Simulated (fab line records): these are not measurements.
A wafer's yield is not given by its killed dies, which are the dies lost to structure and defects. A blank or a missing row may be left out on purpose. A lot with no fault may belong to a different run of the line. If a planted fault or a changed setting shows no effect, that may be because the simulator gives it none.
Code-filled problem report in 8D (eight disciplines) form	flow nand harc	the parts of the form that need people (team, actions taken, sign-off) are left out

== 1. WHAT WENT WRONG ==
A mean of 1133.0 is read at NHARC_P_M2_INSPECT_11 for raw defect count, taken on 1 wafer of 1 lot, against 5.1 (standard deviation 2.8) on wafers free of any fault. That is +99 or more standard deviations from the usual mean.
First observed at day 14 20:57: wafer L469.5, on defect inspect-02. The record holds 36 wafers of 12 lots with a number at this step. Rule for "out" (also "out of limits"): further than 4 standard deviations from the usual mean. The other wafers with a number count as sound.

== 2. WHAT IT IS AND WHAT IT IS NOT ==
question	is	is not
which readings at this step	raw defect count	-
which lots	L469	L449, L450, L452, L454, L458, L460, L462, L463, L466, L471, L472
which wafers of those lots	L469.5	L469.1, L469.4
read on which gauges	defect inspect-02	defect inspect-01
when	from day 14 20:57	up to then (29 sound wafers); but 6 sound wafers of L471, L472 came after

== 3. SUSPECTS, AND WHAT RULES EACH OUT ==
Counting: a tool at a process step up to the reading stays a suspect if it ran every lot that is out. Sound lots after the first of them don't rule it out here, since some wafers of a struck lot are sound.
- the gauge at NHARC_P_M2_INSPECT_11 has been ruled out. All the wafers that are out were read on defect inspect-02, but those of them that NHARC_END_SORT_01 has rows for are out there too, on other tools.
- rie diel-10 at NHARC_P_M1_ETCH_15 (etches the open film in C4F8/Ar, target depth 182.5 nm, time 91.2 s): kept. It ran the lot that is out, L469 (day 14 20:13); its last sound lot up to then is L462 (day 12 09:43). With no start given for some of its lots, NHARC_P_M1_ETCH_15 uses the hours and lot order of NHARC_P_M2_DEP_00.
- rie diel-05 at NHARC_P_M1_ETCH_28 (etches the open film in CF4/N2, target depth 30 nm, time 72.99 s): kept. It ran the lot that is out, L469 (day 14 20:13); its last sound lot up to then is L462 (day 12 09:43). With no start given for some of its lots, NHARC_P_M1_ETCH_28 uses the hours and lot order of NHARC_P_M2_DEP_00.
- pecvd-03 at NHARC_P_M2_DEP_00 (deposits SiOC, target thk 182.5 nm): kept. It ran the lot that is out, L469 (day 14 20:13); its last sound lot up to then is L462 (day 12 09:43).
- In rie diel-10 at NHARC_P_M1_ETCH_15, the wafers that are out were processed in chamber 3 and their sound lot-mates in chambers 0, 2.
- At NHARC_P_M2_DEP_00 on pecvd-03, chamber 2 took the sound wafers of the same lots and chamber 1 took the wafers that are out.
rie diel-10 at NHARC_P_M1_ETCH_15, rie diel-05 at NHARC_P_M1_ETCH_28 and pecvd-03 at NHARC_P_M2_DEP_00 are what is left after counting.

== 4. THE CAUSE (what the simulator had put in) ==
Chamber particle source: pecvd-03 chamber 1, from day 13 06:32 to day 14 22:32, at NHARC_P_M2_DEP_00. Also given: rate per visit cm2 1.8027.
Counting leaves 3 suspects; this tool is one of them.

== 5. THE EFFECT CHAIN, in route order ==
Each row: a reading whose mean over the struck wafers that have a number lies more than 3 standard deviations from the usual. Only readings for which the record gives a usual standard deviation are gone through. hours: the time from each lot's start at the first step in this table that gives one to its start at this step, as a median over the lots. sigmas: the change in usual standard deviations.
hours	step	reading	usual	on struck wafers	change	sigmas
0	NHARC_P_M2_INSPECT_11	raw defect count	5.1	1133.0	+1127.9	+99 or more
432	NHARC_END_SORT_01	defect limited yield	91 %	77	-14	-4.5
432	NHARC_END_SORT_01	killed at periphery	4.2	109.0	+104.8	+36
432	NHARC_END_SORT_01	killed dies	62	154	+92	+4.4

== 6. WHAT WOULD HAVE CAUGHT IT SOONER ==
The first out-of-limits reading at a measuring or inspecting step in this record came at day 14 20:57, 38 hours after the fault's start at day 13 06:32.
Lots out: 1; all had begun NHARC_P_M2_DEP_00 on pecvd-03 by day 14 20:57. A hold on the tool at that time would have spared none of them.
